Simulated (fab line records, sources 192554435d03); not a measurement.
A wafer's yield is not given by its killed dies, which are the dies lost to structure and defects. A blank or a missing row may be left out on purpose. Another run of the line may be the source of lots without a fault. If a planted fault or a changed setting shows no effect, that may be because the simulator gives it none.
Chamber matching	flow n5_finfet	rie_diel-05 running N5_STI_FIN_REVEAL_ETCHBACK_08: 4 sister chambers
The step etches SiO2 in C4F6/O2, target depth 30.5 nm, time 10.167 s. 16 wafers are shown with their chamber, then 8 later ones without.

EACH WAFER AND ITS CHAMBER
wafer	chamber	showerhead_plenum_p_Torr (Torr)	rf_vpp_V (V)	oes_product_au (a.u.)
L075.1	3	2.83	675	0.74
L075.2	1	2.72	677	0.74
L075.6	2	2.72	646	0.67
L079.3	1	2.72	675	0.74
L079.4	2	2.71	645	0.68
L079.6	0	3.00	672	0.86
L080.1	0	3.00	673	0.87
L080.4	3	2.82	674	0.73
L080.5	2	2.71	645	0.67
L081.1	0	3.00	673	0.85
L081.3	3	2.82	674	0.73
L081.5	3	2.82	674	0.73
L083.2	2	2.71	644	0.66
L083.3	3	2.82	675	0.73
L083.5	0	2.99	671	0.84
L085.3	1	2.71	674	0.72

SIGNATURES (means of the wafers above)
reading	chamber 0	chamber 1	chamber 2	chamber 3	scatter within a chamber
showerhead_plenum_p_Torr	2.9975	2.7167	2.7125	2.8220	0.00497
rf_vpp_V	672.25	675.33	645.00	674.40	0.941
oes_product_au	0.8550	0.7333	0.6700	0.7320	0.00934
Rule: a wafer lies at a distance from a chamber equal to the root of the sum of squares, over the readings, of (its reading less the chamber's mean, divided by the reading's scatter). The wafer belongs to the nearest chamber; if the next one is less than 2 further off, it can't be placed. The scatter: the root of (the sum of the squares of (reading less its chamber's mean) over the shown wafers, divided by (wafers less chambers)).

WAFERS MISSING THEIR CHAMBER
wafer	showerhead_plenum_p_Torr (Torr)	rf_vpp_V (V)	oes_product_au (a.u.)
L085.4	2.99	672	0.84
L085.6	2.82	672	0.72
L088.3	2.81	675	0.72
L088.4	2.71	675	0.73
L088.6	2.81	673	0.72
L090.2	2.99	671	0.83
L090.4	3.05	657	0.95
L090.6	3.05	657	0.94

WHICH CHAMBER EACH WENT THROUGH
wafer	from the rows above	in truth
L085.4	0	0
L085.6	3	3
L088.3	3	3
L088.4	1	1
L088.6	3	3
L090.2	0	0
L090.4	0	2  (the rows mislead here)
L090.6	0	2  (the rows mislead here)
Correctly placed: 6 of 8. Can't be placed from these rows: 0. 2 placed wrongly.
